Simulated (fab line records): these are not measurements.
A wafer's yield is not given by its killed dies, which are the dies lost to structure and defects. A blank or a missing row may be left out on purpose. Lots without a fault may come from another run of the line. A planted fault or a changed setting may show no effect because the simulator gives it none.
Problem report, 8D (eight disciplines) form, completed by code	flow nandHarc	the parts of the form that need people (team, actions taken, sign-off) are left out

1. THE ISSUE
exposureDoseMJCm2 at NHARC_A_STAIRCASE_EXPOSE_307 reads a mean of 29.84 on 6 wafers of 2 lots; wafers without a fault read 45.72 with a standard deviation of 0.043. That is -99 or more standard deviations from the usual mean.
The step: exposes mask CHOP 50.
Seen first at day 16 06:59 on krfScanner-02, wafer L417.1. Wafers with a number at this step in the record: 36, from 12 lots. Rule for "out" (also "out of limits"): further than 4 standard deviations from the usual mean. Any other wafer with a number is counted as sound.

2. WHAT IT IS, AND WHAT IT ISN'T
question	is	is not
which readings at this step	exposureDoseMJCm2	reticleTempC
which lots	L417, L423	L401, L403, L404, L405, L406, L407, L410, L412, L414, L424
which wafers of those lots	all that have a number	-
read on which tools	krfScanner-02	krfScanner-01, krfScanner-03
when	from day 16 06:59	up to then (27 sound wafers); but 3 sound wafers of L424 came after

3. SUSPECTS, AND WHAT RULES EACH OUT
Counting: a tool at a process step up to the reading stays a suspect if it ran every lot that is out and no sound lot after the first of them.
- rieDiel-12 at NHARC_A_STAIRCASE_ETCH_253 (etches the open film in C4F8/O2, target depth 50 nm, time 20.2 s): ruled out as a lasting fault. The sound lots L424 went through it after L417, its earliest lot that is out (day 15 20:22).
- krfScanner-02 at NHARC_A_STAIRCASE_EXPOSE_307 (exposes mask CHOP 50): kept. Every lot that is out went through it, starting with L417 (day 16 06:59), and after that it ran no sound lot; the last sound lot it ran before then is L412 (day 15 03:11). Its own exposureDoseMJCm2 readings are out on those wafers.
The count leaves krfScanner-02 at NHARC_A_STAIRCASE_EXPOSE_307.

4. THE CAUSE (what the simulator had put in)
Drift in process parameters on krfScanner-02 at NHARC_A_STAIRCASE_EXPOSE_307, starting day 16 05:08. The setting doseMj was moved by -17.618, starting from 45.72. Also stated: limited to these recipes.
Counting left only this tool.

5. SEQUENCE OF EFFECTS, ordered by route
Each row: a reading where the mean over the struck wafers with a number is more than 3 standard deviations away from the usual. Only readings whose record carries a usual standard deviation are examined. hours: median over the lots of the time between each lot's start at the first step of this table that gives one and its start at this step. sigmas: the change, counted in usual standard deviations.
hours	step	reading	usual	on struck wafers	change	sigmas
0	NHARC_A_STAIRCASE_EXPOSE_307	exposureDoseMJCm2	45.72	29.84	-15.88	-99 or more
The process steps in it:
- NHARC_A_STAIRCASE_EXPOSE_307: exposes mask CHOP 50.

6. WHAT WOULD HAVE CAUGHT IT SOONER
In this record no reading fell out of limits until day 16 06:59, 2 hours after the fault had begun at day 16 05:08.
